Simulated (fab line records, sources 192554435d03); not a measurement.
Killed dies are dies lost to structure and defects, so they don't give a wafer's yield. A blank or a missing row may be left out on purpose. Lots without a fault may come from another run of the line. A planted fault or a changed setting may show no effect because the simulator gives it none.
Split-lot experiment | flow n5_finfet | 7 lots, 21 wafers read, on a route of 1938 steps

THE SPLIT
At N5_SD_EPI_N_EXPOSE_06 (exposes mask SD N BLK, target cd 120 nm), the setting dose_mj was moved away from the recipe's 39.75 on 9 of the 21 wafers read, by -2.5% to +6.1%. The other wafers ran this setting at the recipe's value.

FROM THE SPLIT TO THE READING: what the file shows between them, 2 steps
- N5_SD_EPI_N_PEB_07: peb time 60 s
- N5_SD_EPI_N_DEVELOP_08: develop time 30 s

THE READING
cd_nm, in nm, at N5_SD_EPI_N_CD_MEAS_09 (target cd 120 nm). Fault-free wafers of this fab line usually give 119.8 nm, standard deviation 0.65 nm.

wafer  | tool, chamber at the split | dose_mj as run | against the recipe | cd_nm, nm | against lot-mates on the recipe
L074.2 | arfi_scanner-01, 0         | 41.72          | +5.0%              | 122.4     | +1.7
L074.3 | arfi_scanner-01, 0         | 41.72          | +5.0%              | 123.1     | +2.4
L074.6 | arfi_scanner-01, 0         | 39.75          | recipe             | 120.7     | -
L076.1 | arfi_scanner-02, 0         | 42.19          | +6.1%              | 123.9     | +3.9
L076.4 | arfi_scanner-02, 0         | 39.75          | recipe             | 120.6     | -
L076.5 | arfi_scanner-02, 0         | 39.75          | recipe             | 119.5     | -
L079.3 | arfi_scanner-03, 0         | 39.75          | recipe             | 118.8     | -
L079.4 | arfi_scanner-03, 0         | 39.75          | recipe             | 118.7     | -
L079.5 | arfi_scanner-03, 0         | 39.75          | recipe             | 119.0     | -
L087.3 | arfi_scanner-03, 0         | 38.93          | -2.1%              | 118.6     | -1.4
L087.4 | arfi_scanner-03, 0         | 39.75          | recipe             | 120.0     | -
L087.6 | arfi_scanner-03, 0         | 38.93          | -2.1%              | 118.8     | -1.2
L092.4 | arfi_scanner-02, 0         | 39.75          | recipe             | 120.2     | -
L092.5 | arfi_scanner-02, 0         | 39.75          | recipe             | 121.2     | -
L092.6 | arfi_scanner-02, 0         | 39.75          | recipe             | 120.9     | -
L094.4 | arfi_scanner-03, 0         | 38.76          | -2.5%              | 119.1     | -1.0
L094.5 | arfi_scanner-03, 0         | 38.76          | -2.5%              | 118.5     | -1.6
L094.6 | arfi_scanner-03, 0         | 39.75          | recipe             | 120.1     | -
L097.3 | arfi_scanner-03, 0         | 42.16          | +6.1%              | 124.3     | +4.7
L097.5 | arfi_scanner-03, 0         | 42.16          | +6.1%              | 123.2     | +3.6
L097.6 | arfi_scanner-03, 0         | 39.75          | recipe             | 119.6     | -

THE FIT
A straight line over all 21 wafers: cd_nm changes by +0.597 nm for each +1% of dose_mj; r = +0.93; the points scatter about the line by 0.69 nm.
The same after taking each lot's own level away (the mean of its wafers on the recipe; 21 wafers): +0.586 nm for each +1%; r = +0.96; scatter 0.49 nm.
On that fit, the largest move of dose_mj shifts the reading by 3.6 nm.
The lots' own levels span 118.83 to 120.77 nm, that is 3.0 times the standard deviation above.
So the lot-to-lot level changes the slope little: the two slopes agree.
Check: with one of the wafers moved furthest among these (+6.1%) left out of the fit, the line predicts +3.52 nm for it against its lot-mates. It came out at +3.85 nm against them.

OTHER SPLITS ON THESE WAFERS
These wafers also went through other splits before the reading. Each is held against what the fit with the lots' levels taken away leaves over:
other split on the same wafers     | wafers away from the commonest value | r with cd_nm (lot level and that fit taken away)
N5_FIN_SAQP_HM_DEP_03 time_s       | 5                                    | +0.11
N5_FIN_SAQP_SPACER1_ALD_24 temp_c  | 10                                   | -0.01
N5_FIN_SAQP_ETCH_69 target_depth_a | 9                                    | -0.21

THE WHOLE CHAIN: every reading that the file lists as answering this split, in the file's order
step                   | what it does                                           | reading                                                         | change (the file's fit)               | r (the file's)
N5_SD_EPI_N_CD_MEAS_09 | target cd 120 nm                                       | cd_nm                                                           | +0.595 nm for each +1% of the setting | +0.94
N5_SD_EPI_N_DESCUM_14  | chemistry O2, time 7.9 s                               | SD_EPI_N.cd_nm (the simulator's own value, which no gauge read) | +0.646 nm for each +1% of the setting | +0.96
N5_SD_EPI_N_ETCH_34    | etches SiARC in CF4, target depth 45.5 nm, time 75.8 s | SD_EPI_N.cd_nm (the simulator's own value, which no gauge read) | +0.619 nm for each +1% of the setting | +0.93

THE FILE'S OWN FIT
cd_nm changes by +0.595 nm for each +1% of dose_mj, r = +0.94.
